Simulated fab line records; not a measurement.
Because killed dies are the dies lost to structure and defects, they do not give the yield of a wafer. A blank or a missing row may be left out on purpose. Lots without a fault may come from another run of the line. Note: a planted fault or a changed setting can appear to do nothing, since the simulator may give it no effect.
Lot-split experiment :: flow n5 finfet :: 39 wafers read across 7 lots, on a route 1938 steps long

== THE SPLIT ITSELF ==
At N5_BEOL_M11_VIA_ETCH_34 (etches SiCOH lowk in C4F6/O2, target depth 184.5 nm, time 69.2 s), the setting time s was moved away from the recipe's 69.2 s on 12 of the 39 wafers read, by -46.2% to +50.1%. All remaining wafers had this setting at the recipe value.

The reading comes from the split's own step.

== THE READING ==
SOC_of_BEOL_M11_COAT_63.thk nm (the simulator's own value, which no gauge read), in nm, at N5_BEOL_M11_VIA_ETCH_34 (etches SiCOH lowk in C4F6/O2, target depth 184.5 nm, time 69.2 s). The file does not state a usual value for it. Here, 27 wafers ran the recipe; their average is 92.1 nm with a standard deviation of 0.34 nm.

wafer: L078.1
tool, chamber at the split: rie diel-06, 2
time s as run, s: 103.9
against the recipe: +50.1%
SOC_of_BEOL_M11_COAT_63.thk nm, nm: 88
against lot-mates on the recipe: -4.0

wafer: L078.2
tool, chamber at the split: rie diel-06, 3
time s as run, s: 69.2
against the recipe: recipe
SOC_of_BEOL_M11_COAT_63.thk nm, nm: 92.2
against lot-mates on the recipe: -

wafer: L078.3
tool, chamber at the split: rie diel-06, 1
time s as run, s: 103.9
against the recipe: +50.1%
SOC_of_BEOL_M11_COAT_63.thk nm, nm: 88.2
against lot-mates on the recipe: -3.8

wafer: L078.4
tool, chamber at the split: rie diel-06, 1
time s as run, s: 69.2
against the recipe: recipe
SOC_of_BEOL_M11_COAT_63.thk nm, nm: 92.2
against lot-mates on the recipe: -

wafer: L078.5
tool, chamber at the split: rie diel-06, 3
time s as run, s: 69.2
against the recipe: recipe
SOC_of_BEOL_M11_COAT_63.thk nm, nm: 91.6
against lot-mates on the recipe: -

wafer: L078.6
tool, chamber at the split: rie diel-06, 2
time s as run, s: 103.9
against the recipe: +50.1%
SOC_of_BEOL_M11_COAT_63.thk nm, nm: 87.8
against lot-mates on the recipe: -4.2

wafer: L081.1
tool, chamber at the split: rie diel-06, 3
time s as run, s: 83.41
against the recipe: +20.5%
SOC_of_BEOL_M11_COAT_63.thk nm, nm: 90.4
against lot-mates on the recipe: -2.0

wafer: L081.2
tool, chamber at the split: rie diel-06, 2
time s as run, s: 69.2
against the recipe: recipe
SOC_of_BEOL_M11_COAT_63.thk nm, nm: 92.6
against lot-mates on the recipe: -

wafer: L081.3
tool, chamber at the split: rie diel-06, 0
time s as run, s: 69.2
against the recipe: recipe
SOC_of_BEOL_M11_COAT_63.thk nm, nm: 92.4
against lot-mates on the recipe: -

wafer: L081.4
tool, chamber at the split: rie diel-06, 1
time s as run, s: 83.41
against the recipe: +20.5%
SOC_of_BEOL_M11_COAT_63.thk nm, nm: 90.8
against lot-mates on the recipe: -1.6

wafer: L081.5
tool, chamber at the split: rie diel-06, 2
time s as run, s: 69.2
against the recipe: recipe
SOC_of_BEOL_M11_COAT_63.thk nm, nm: 92.2
against lot-mates on the recipe: -

wafer: L081.6
tool, chamber at the split: rie diel-06, 3
time s as run, s: 83.41
against the recipe: +20.5%
SOC_of_BEOL_M11_COAT_63.thk nm, nm: 90.8
against lot-mates on the recipe: -1.6

wafer: L082.1
tool, chamber at the split: rie diel-02, 3
time s as run, s: 37.26
against the recipe: -46.2%
SOC_of_BEOL_M11_COAT_63.thk nm, nm: 95.8
against lot-mates on the recipe: +4.1

wafer: L082.2
tool, chamber at the split: rie diel-02, 1
time s as run, s: 37.26
against the recipe: -46.2%
SOC_of_BEOL_M11_COAT_63.thk nm, nm: 95.4
against lot-mates on the recipe: +3.7

wafer: L082.3
tool, chamber at the split: rie diel-02, 0
time s as run, s: 37.26
against the recipe: -46.2%
SOC_of_BEOL_M11_COAT_63.thk nm, nm: 95.6
against lot-mates on the recipe: +3.9

wafer: L082.4
tool, chamber at the split: rie diel-02, 2
time s as run, s: 69.2
against the recipe: recipe
SOC_of_BEOL_M11_COAT_63.thk nm, nm: 91.4
against lot-mates on the recipe: -

wafer: L082.5
tool, chamber at the split: rie diel-02, 3
time s as run, s: 69.2
against the recipe: recipe
SOC_of_BEOL_M11_COAT_63.thk nm, nm: 91.6
against lot-mates on the recipe: -

wafer: L082.6
tool, chamber at the split: rie diel-02, 0
time s as run, s: 69.2
against the recipe: recipe
SOC_of_BEOL_M11_COAT_63.thk nm, nm: 92
against lot-mates on the recipe: -

wafer: L084.1
tool, chamber at the split: rie diel-02, 1
time s as run, s: 69.2
against the recipe: recipe
SOC_of_BEOL_M11_COAT_63.thk nm, nm: 92.6
against lot-mates on the recipe: -

wafer: L084.2
tool, chamber at the split: rie diel-02, 2
time s as run, s: 69.2
against the recipe: recipe
SOC_of_BEOL_M11_COAT_63.thk nm, nm: 91.8
against lot-mates on the recipe: -

wafer: L084.3
tool, chamber at the split: rie diel-02, 0
time s as run, s: 69.2
against the recipe: recipe
SOC_of_BEOL_M11_COAT_63.thk nm, nm: 92.8
against lot-mates on the recipe: -

wafer: L084.4
tool, chamber at the split: rie diel-02, 3
time s as run, s: 69.2
against the recipe: recipe
SOC_of_BEOL_M11_COAT_63.thk nm, nm: 92.4
against lot-mates on the recipe: -

wafer: L084.5
tool, chamber at the split: rie diel-02, 1
time s as run, s: 69.2
against the recipe: recipe
SOC_of_BEOL_M11_COAT_63.thk nm, nm: 92.4
against lot-mates on the recipe: -

wafer: L084.6
tool, chamber at the split: rie diel-02, 0
time s as run, s: 69.2
against the recipe: recipe
SOC_of_BEOL_M11_COAT_63.thk nm, nm: 92.4
against lot-mates on the recipe: -

wafer: L093.1
tool, chamber at the split: rie diel-04, 1
time s as run, s: 69.2
against the recipe: recipe
SOC_of_BEOL_M11_COAT_63.thk nm, nm: 92.2
against lot-mates on the recipe: -

wafer: L093.2
tool, chamber at the split: rie diel-04, 3
time s as run, s: 69.2
against the recipe: recipe
SOC_of_BEOL_M11_COAT_63.thk nm, nm: 92
against lot-mates on the recipe: -

wafer: L093.3
tool, chamber at the split: rie diel-04, 2
time s as run, s: 69.2
against the recipe: recipe
SOC_of_BEOL_M11_COAT_63.thk nm, nm: 91.8
against lot-mates on the recipe: -

wafer: L093.4
tool, chamber at the split: rie diel-04, 0
time s as run, s: 69.2
against the recipe: recipe
SOC_of_BEOL_M11_COAT_63.thk nm, nm: 92.2
against lot-mates on the recipe: -

wafer: L093.5
tool, chamber at the split: rie diel-04, 3
time s as run, s: 69.2
against the recipe: recipe
SOC_of_BEOL_M11_COAT_63.thk nm, nm: 92.2
against lot-mates on the recipe: -

wafer: L093.6
tool, chamber at the split: rie diel-04, 2
time s as run, s: 69.2
against the recipe: recipe
SOC_of_BEOL_M11_COAT_63.thk nm, nm: 91.6
against lot-mates on the recipe: -

wafer: L096.1
tool, chamber at the split: rie diel-04, 0
time s as run, s: 69.2
against the recipe: recipe
SOC_of_BEOL_M11_COAT_63.thk nm, nm: 92
against lot-mates on the recipe: -

wafer: L096.4
tool, chamber at the split: rie diel-04, 3
time s as run, s: 69.2
against the recipe: recipe
SOC_of_BEOL_M11_COAT_63.thk nm, nm: 92
against lot-mates on the recipe: -

wafer: L096.6
tool, chamber at the split: rie diel-04, 1
time s as run, s: 69.2
against the recipe: recipe
SOC_of_BEOL_M11_COAT_63.thk nm, nm: 92.2
against lot-mates on the recipe: -

wafer: L095.1
tool, chamber at the split: rie diel-02, 3
time s as run, s: 81.79
against the recipe: +18.2%
SOC_of_BEOL_M11_COAT_63.thk nm, nm: 90.8
against lot-mates on the recipe: -1.1

wafer: L095.2
tool, chamber at the split: rie diel-02, 1
time s as run, s: 69.2
against the recipe: recipe
SOC_of_BEOL_M11_COAT_63.thk nm, nm: 92
against lot-mates on the recipe: -

wafer: L095.3
tool, chamber at the split: rie diel-02, 2
time s as run, s: 69.2
against the recipe: recipe
SOC_of_BEOL_M11_COAT_63.thk nm, nm: 91.8
against lot-mates on the recipe: -

wafer: L095.4
tool, chamber at the split: rie diel-02, 0
time s as run, s: 81.79
against the recipe: +18.2%
SOC_of_BEOL_M11_COAT_63.thk nm, nm: 90.2
against lot-mates on the recipe: -1.7

wafer: L095.5
tool, chamber at the split: rie diel-02, 1
time s as run, s: 69.2
against the recipe: recipe
SOC_of_BEOL_M11_COAT_63.thk nm, nm: 91.8
against lot-mates on the recipe: -

wafer: L095.6
tool, chamber at the split: rie diel-02, 0
time s as run, s: 81.79
against the recipe: +18.2%
SOC_of_BEOL_M11_COAT_63.thk nm, nm: 90.4
against lot-mates on the recipe: -1.5

FIT RESULTS
A straight line over all 39 wafers: SOC_of_BEOL_M11_COAT_63.thk nm changes by -0.0787 nm for each +1% of time s; r = -0.98; the points scatter about the line by 0.32 nm.
The same after taking each lot's own level away (the mean of its wafers on the recipe; 39 wafers): -0.0823 nm for each +1%; r = -0.99; scatter 0.23 nm.
That fit puts the effect of the largest move of time s on the reading at 4.1 nm.
The lots' own levels span 91.67 to 92.40 nm, that is 2.2 times the standard deviation above.
The two slopes agree, so the slope changes little with the lot-to-lot level.
Check: with one of the wafers moved furthest among these (+50.1%) left out of the fit, the line predicts -4.12 nm for it against its lot-mates. It came out at -4 nm against them.

== FURTHER SPLITS ON THESE WAFERS ==
Note: prior to the reading, these wafers also went through further splits. Each is held against what the fit with the lots' levels taken away leaves over:
other split on the same wafers: N5_BEOL_M7_ILD_DEP_00 target thk a
wafers away from the commonest value: 18
r with SOC_of_BEOL_M11_COAT_63.thk nm (lot level and that fit taken away): -0.13

other split on the same wafers: N5_BEOL_M9_ILD_DEP_00 target thk a
wafers away from the commonest value: 12
r with SOC_of_BEOL_M11_COAT_63.thk nm (lot level and that fit taken away): +0.26

other split on the same wafers: N5_BEOL_M10_ILD_DEP_00 target thk a
wafers away from the commonest value: 9
r with SOC_of_BEOL_M11_COAT_63.thk nm (lot level and that fit taken away): -0.04

== THE WHOLE CHAIN: every reading that the file lists as answering this split, in the file's order ==
step: N5_BEOL_M11_VIA_ETCH_34
what it does: etches SiCOH lowk in C4F6/O2, target depth 184.5 nm, time 69.2 s
reading: etch.depth nm (the simulator's own value, which no gauge read)
change (the file's fit): +1.82 nm for each +1% of the setting
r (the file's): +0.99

step: N5_BEOL_M11_VIA_ETCH_34
what it does: etches SiCOH lowk in C4F6/O2, target depth 184.5 nm, time 69.2 s
reading: SOC_of_BEOL_M11_COAT_63.thk nm (the simulator's own value, which no gauge read)
change (the file's fit): -0.0821 nm for each +1% of the setting
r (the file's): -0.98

== FILE'S OWN FIT ==
SOC_of_BEOL_M11_COAT_63.thk nm changes by -0.0821 nm for each +1% of time s, r = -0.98.
